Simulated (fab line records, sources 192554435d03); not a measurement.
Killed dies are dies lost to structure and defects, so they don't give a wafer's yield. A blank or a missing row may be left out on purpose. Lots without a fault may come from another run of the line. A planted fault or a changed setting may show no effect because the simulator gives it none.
fab line records | flow n5_finfet
record lots=7 wafers=21 last_day=18
route steps=1938 shown STI_FIN_REVEAL@203 DUMMY_GATE@212
lots that met no fault: from a run of the same line without faults
start_h: hours from the record's first day to the start of the lot's first wafer shown | wait_h: hours since the lot's step before | " the same as in the row above | L1.1+2: a row that stands for several wafers | - no value, or no start given | * or withheld: withheld | < > ~ a bound
route shown NAME@n: a module of which the file shows steps, and the number in the route of the first | usual: mean/standard deviation of fault-free wafers | same: alike in all rows | chamber/n: place in a boat | sites: the reading at each site | _std_site: their standard deviation | _edge_site: outer sites' mean less inner sites' | radius_mm: how far each site lies from the wafer's centre | mask NAME#n: copy n | behind: the tool/chamber that last shaped the wafer | hold: why the lot was held/for how many hours/how that ended | device: the transistor (n, p or np) that didn't switch | end of line: the same wafers' tests at the end of the route | a step without rows: its recipe alone | killed: dies lost to structure and defects at the first sort, not the wafer's yield | map: a wafer's dies, x killed, . not, _ none there
set.NAME: the setting as run; set.NAME@STEP: as run at that earlier step | model.NAME: the simulator's own value behind a step, which no gauge read
lots at some steps of the route; a table a step, a row a wafer
services: from which hour (start_h, from the record's first day; less than 0 if before it) a tool's chamber was out of use, for how many hours, and why
## steps
# step N5_STI_FIN_REVEAL_SRD_21
# recipe dry=ipa_marangoni time_s=30 temp_c=23 rinse_liquid=diw
# step N5_STI_FIN_REVEAL_OXIDATION_33
# recipe chemistry=O2_PLASMA_REMOTE temp_c=150 time_s=20 pressure_mtorr=1000 source_power_w=2000 o2_flow_sccm=3000
# usual drypump_motor_current_A=5.6/0.33 heater_power_w=149/11
# same time_s=20
# columns lot.wafer tool chamber start_h wait_h drypump_motor_current_A heater_power_w rf_hours_counter_h
L820.1 plasma_asher-01 1 49.03 0.0 5.6 156 33
L820.5 " 0 " " 6.0 166 -
L820.6 " 1 " " 5.6 154 -
L822.2 plasma_asher-01 0 63.31 0.1 5.9 158 35
L822.3 " 0 " " 5.9 161 -
L822.5 " 0 " " 5.9 163 -
L826.1 plasma_asher-01 0 84.57 0.0 6.0 168 39
L826.2 " 1 " " 5.6 158 39
L826.6 " 1 " " 5.6 150 -
L827.1 plasma_asher-01 0 90.52 0.0 5.9 163 41
L827.3 " 1 " " 5.6 153 -
L827.4 " 0 " " 5.9 162 -
L828.1 plasma_asher-01 1 96.17 0.0 5.6 156 42
L828.4 " 1 " " 5.5 152 -
L828.5 " 1 " " 5.6 157 -
L835.1 plasma_asher-02 1 137.75 0.0 5.1 138 99
L835.4 " 0 " " 5.7 142 -
L835.5 " 1 " " 5.1 137 -
L840.1 plasma_asher-01 0 168.55 0.0 6.0 164 57
L840.3 " 0 " " 6.0 162 -
L840.5 " 1 " " 5.6 157 -
# step N5_STI_FIN_REVEAL_CLEAN_19
# recipe chemistry=O3/DIW temp_c=25 time_s=120 o3_ppm=10
# step N5_STI_FIN_REVEAL_SRD_23
# recipe dry=ipa_marangoni time_s=30 temp_c=23 rinse_liquid=diw
# step N5_STI_FIN_REVEAL_CD_MEAS_22
# recipe target_cd_nm=6.238 pitch_nm=28 polarity=line
# usual cd_nm=6.31/0.26
# columns lot.wafer tool chamber start_h wait_h cd_nm
L820.1 cd_sem-03 - 49.20 0.0 6.12
L820.5 " - " " 5.78
L820.6 " - " " 6.33
L822.2 cd_sem-02 - 63.48 0.0 6.10
L822.3 " - " " 6.51
L822.5 " - " " 6.77
L826.1 cd_sem-02 - 84.79 0.0 6.31
L826.2 " - " " 6.34
L826.6 " - " " 6.17
L827.1 cd_sem-01 - 90.73 0.0 5.89
L827.3 " - " " 6.45
L827.4 " - " " 6.16
L828.1 cd_sem-02 - 96.34 0.0 6.15
L828.4 " - " " 6.18
L828.5 " - " " 6.27
L835.1 cd_sem-01 - 137.93 0.0 6.04
L835.4 " - " " 6.27
L835.5 " - " " 6.50
L840.1 cd_sem-02 - 168.71 0.0 6.05
L840.3 " - " " 6.58
L840.5 " - " " 6.31
# step N5_STI_FIN_REVEAL_FIN_H_MEAS_10
# usual trench_depth_nm=52.2/0.81
# columns lot.wafer tool chamber start_h wait_h trench_depth_nm
L820.1 ocd-02 - 49.23 0.0 51.9
L820.5 " - " " 51.7
L820.6 " - " " 52.2
L822.2 ocd-01 - 63.51 0.0 54.0
L822.3 " - " " 52.3
L822.5 " - " " 53.0
L826.1 ocd-01 - 84.82 0.0 52.0
L826.2 " - " " 52.0
L826.6 " - " " 51.8
L827.1 ocd-02 - 90.76 0.0 51.4
L827.3 " - " " 51.5
L827.4 " - " " 51.4
L828.1 ocd-02 - 96.38 0.0 53.5
L828.4 " - " " 51.4
L828.5 " - " " 53.1
L835.1 ocd-01 - 137.96 0.0 52.6
L835.4 " - " " 52.4
L835.5 " - " " 52.2
L840.1 ocd-01 - 168.74 0.0 50.9
L840.3 " - " " 52.1
L840.5 " - " " 53.1
# step N5_STI_FIN_REVEAL_PRECLEAN_18
# recipe chemistry=SC2 time_s=45 temp_c=35 mix=1:1:50
# step N5_STI_FIN_REVEAL_SRD_28
# recipe dry=ipa_marangoni time_s=30 temp_c=23 rinse_liquid=diw
# step N5_STI_FIN_REVEAL_INSPECT_13
# recipe inspect_instrument=darkfield mode=post_clean
# usual raw_defect_count=11/4.9
# columns lot.wafer tool chamber start_h wait_h raw_defect_count
L820.1 defect_inspect-02 - 49.32 0.0 6
L820.5 " - " " 14
L820.6 " - " " 7
L822.2 defect_inspect-02 - 63.89 0.3 12
L822.3 " - " " 12
L822.5 " - " " 9
L826.1 defect_inspect-01 - 84.91 0.0 7
L826.2 " - " " 8
L826.6 " - " " 4
L827.1 defect_inspect-02 - 90.88 0.0 10
L827.3 " - " " 13
L827.4 " - " " 19
L828.1 defect_inspect-01 - 96.51 0.0 13
L828.4 " - " " 10
L828.5 " - " " 11
L835.1 defect_inspect-01 - 138.05 0.0 10
L835.4 " - " " 11
L835.5 " - " " 7
L840.1 defect_inspect-02 - 168.83 0.0 10
L840.3 " - " " 9
L840.5 " - " " 16
# step N5_DUMMY_GATE_PRECLEAN_00
# recipe chemistry=O3/DIW time_s=60 temp_c=22 o3_ppm=10
# step N5_DUMMY_GATE_SRD_01
# recipe time_s=30 temp_c=23 rinse_liquid=diw dry=ipa_marangoni
# step N5_DUMMY_GATE_ALD_02
# recipe material=SiO2 target_thk_a=20 temp_c=300 ald_precursor_family=BDEAS ald_co_reactant=O2-plasma pulse_time_s=1 pressure_torr=2
# usual heater_power_w=485/41 precursor_pulse_height_rel=0.999/0.021
# same pulse_time_s=1
# columns lot.wafer tool chamber start_h wait_h heater_power_w precursor_pulse_height_rel
L820.1 ald_sin-01 0 49.41 0.0 467 1.020
L820.5 " 3 " " 482 0.991
L820.6 " 2 " " 454 0.981
L822.2 ald_sin-04 1 63.98 0.0 476 1.027
L822.3 " 2 " " 477 1.025
L822.5 " 2 " " 464 1.013
L826.1 ald_sin-04 3 85.00 0.0 511 1.007
L826.2 " 1 " " 466 1.025
L826.6 " 1 " " 469 0.955
L827.1 ald_sin-04 2 90.98 0.0 482 1.003
L827.3 " 1 " " 481 0.970
L827.4 " 3 " " 512 0.979
L828.1 ald_sin-04 3 96.78 0.2 499 0.997
L828.4 " 0 " " 428 0.987
L828.5 " 1 " " 468 1.001
L835.1 ald_sin-02 3 138.32 0.2 425 1.031
L835.4 " 0 " " 511 1.004
L835.5 " 2 " " 537 1.023
L840.1 ald_sin-02 2 168.92 0.0 523 1.011
L840.3 " 0 " " 509 0.967
L840.5 " 0 " " 510 1.013
# step N5_DUMMY_GATE_CVD_03
# recipe material=a-Si target_thk_a=1500 temp_c=530 precursor=SiH4 time_s=8042
# usual spike_tc_bottom_C=553.7/2.6 spike_tc_centre_C=530.4/0.98 spike_tc_lower_C=530.1/1 spike_tc_top_C=554.6/2 spike_tc_upper_C=530.4/1.2 susceptor_temp_C=530.08/0.15
# same time_s=8042
# columns lot.wafer tool chamber start_h wait_h spike_tc_bottom_C spike_tc_centre_C spike_tc_lower_C spike_tc_top_C spike_tc_upper_C susceptor_temp_C model.a-Si_of_DUMMY_GATE_CVD_03.thk_nm
L820.1 lpcvd-02 0/90 53.21 3.8 549.9 529.1 528.6 557.5 529.5 530.10 149
L820.5 " 0/109 " " 549.9 529.1 528.6 557.5 529.5 530.10 149.2
L820.6 " 0/114 " " 549.9 529.1 528.6 557.5 529.5 530.10 149
L822.2 lpcvd-01 0/20 64.09 0.1 554.1 530.9 529.9 554.1 532.2 529.79 148.4
L822.3 " 0/25 " " 554.1 530.9 529.9 554.1 532.2 529.79 149.2
L822.5 " 0/34 " " 554.1 530.9 529.9 554.1 532.2 529.79 149.6
L826.1 lpcvd-01 0/65 85.10 0.1 542.3 519.0 518.2 543.1 520.7 518.15 105.4
L826.2 " 0/70 " " 542.3 519.0 518.2 543.1 520.7 518.15 107.2
L826.6 " 0/89 " " 542.3 519.0 518.2 543.1 520.7 518.15 105.6
L827.1 lpcvd-01 0/65 91.08 0.1 542.6 519.1 518.1 543.6 520.5 518.53 108.8
L827.3 " 0/75 " " 542.6 519.1 518.1 543.6 520.5 518.53 108.6
L827.4 " 0/79 " " 542.6 519.1 518.1 543.6 520.5 518.53 108.2
L828.1 lpcvd-01 1/65 96.89 0.1 541.3 518.5 518.8 542.0 518.6 518.59 104.4
L828.4 " 1/79 " " 541.3 518.5 518.8 542.0 518.6 518.59 105.6
L828.5 " 1/84 " " 541.3 518.5 518.8 542.0 518.6 518.59 103.4
L835.1 lpcvd-02 0/65 140.63 2.3 549.9 528.9 528.5 556.8 529.3 529.98 148
L835.4 " 0/79 " " 549.9 528.9 528.5 556.8 529.3 529.98 149.2
L835.5 " 0/84 " " 549.9 528.9 528.5 556.8 529.3 529.98 150
L840.1 lpcvd-02 1/90 169.03 0.1 558.5 531.4 529.3 556.7 528.9 530.18 152.6
L840.3 " 1/100 " " 558.5 531.4 529.3 556.7 528.9 530.18 152
L840.5 " 1/109 " " 558.5 531.4 529.3 556.7 528.9 530.18 152.6
# step N5_DUMMY_GATE_PRECLEAN_46
# recipe chemistry=DIW time_s=89.5 temp_c=23
# step N5_DUMMY_GATE_SRD_47
# recipe dry_time_s=32 dry=n2_spin spin_rpm=1500
# step N5_DUMMY_GATE_CMP_04
# recipe material=a-Si post_cmp_clean=alkaline_brush
# usual motor_current_A=10.0/0.91 time_to_endpoint_s=13.4/2.4
# columns lot.wafer tool chamber start_h wait_h motor_current_A time_to_endpoint_s
L820.1 cmp-01 2 57.00 0.1 9.4 10.9
L820.5 " 0 " " 10.0 11.9
L820.6 " 1 " " 9.4 9.6
L822.2 cmp-03 0 67.84 0.0 10.2 13.2
L822.3 " 2 " " 10.2 11.3
L822.5 " 0 " " 10.1 13.5
L826.2 cmp-01 0 88.84 0.0 10.1 3.3
L826.1 " 2 " " 9.7 5.8
L826.6 " 0 " " 10.1 4.1
L827.4 cmp-04 0 94.82 0.0 9.6 4.9
L827.3 " 1 " " 10.1 5.1
L827.1 " 3 " " 9.2 4.4
L828.4 cmp-01 3 100.63 0.0 10.0 9.0
L828.1 " 0 " " 9.9 3.2
L828.5 " 0 " " 9.9 4.1
L835.4 cmp-01 1 146.24 0.1 9.6 11.0
L835.1 " 2 " " 9.5 12.3
L835.5 " 1 " " 10.0 10.5
L840.3 cmp-03 1 172.82 0.1 9.1 16.1
L840.1 " 2 " " 10.3 13.1
L840.5 " 3 " " 12.2 12.7
## services
# columns tool chamber start_h hours kind
ald_sin-04 - 31.69 0.3 repair
cmp-04 - 38.94 4.0 pm
cmp-03 - 39.19 2.5 pm
cmp-04 - 42.94 - consumable_replace:conditioner
cmp-01 - 45.08 3.4 repair
plasma_asher-01 - 52.56 3.0 repair
ald_sin-04 0 58.68 3.3 repair
ald_sin-02 2 81.06 5.4 repair
ald_sin-02 - 86.44 14.0 pm
ald_sin-02 0 86.44 14.0 vent_cycle
ald_sin-02 1 86.44 14.0 vent_cycle
ald_sin-02 3 86.44 14.0 vent_cycle
plasma_asher-02 - 88.29 2.8 pm
cmp-04 - 100.00 1.4 repair
ald_sin-02 0 100.44 - clean
ald_sin-02 1 100.44 - clean
ald_sin-02 2 100.44 - clean
ald_sin-02 3 100.44 - clean
ald_sin-04 0 101.13 1.9 repair
cmp-03 - 135.41 4.0 pm
cmp-03 - 139.41 - consumable_replace:conditioner
cmp-03 - 139.41 - consumable_replace:pad
cmp-04 - 145.63 1.0 repair
cmp-04 - 154.06 1.0 repair
## key
first_sign step=N5_DUMMY_GATE_CVD_03 reading=susceptor_temp_C direction=down sigmas=80 usual=* struck=*
effect step=N5_DUMMY_GATE_CVD_03 reading=spike_tc_centre_C direction=down sigmas=12 usual=530.4 struck=518.9
effect step=N5_DUMMY_GATE_CMP_04 reading=time_to_endpoint_s direction=down sigmas=3.6 usual=* struck=*
model_effect step=N5_DUMMY_GATE_CVD_03 value=a-Si_of_DUMMY_GATE_CVD_03.thk_nm without=149.6 struck=106.4
met_at N5_DUMMY_GATE_CVD_03
struck_wafers L826.1,L826.2,L826.6,L827.1,L827.3,L827.4,L828.1,L828.4,L828.5
rows_end L828.1,L828.4,L828.5
later_rows_left_out L826.1,L826.2,L826.6,L827.1,L827.3,L827.4
sort_left_out L826.1,L826.2,L826.6,L827.1,L827.3,L827.4
tester_left_out L826,L827
fault kind=process_parameter_drift tool=lpcvd-01 chamber=- onset_h=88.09 steps=N5_DUMMY_GATE_CVD_03 channel=temp_c offset=* shape=step acts_in=* stated=*
# tester_left_out: of these lots the tester's yield and bins aren't shown, on N5 and GAA mostly nor the transistor test; their killed dies are dies lost to structure and defects alone, not to doping, threshold or leakage, so they don't give the yield
# sort_left_out: the simulated sort isn't trusted on such a fault, so these wafers' sort isn't shown, and their yield isn't known
# later_rows_left_out: the simulator's readings of these wafers behind a module that went badly wrong aren't trusted and aren't shown, but for the sort
# rows_end: these wafers met a further fault down the route, and their rows from its step on are left out
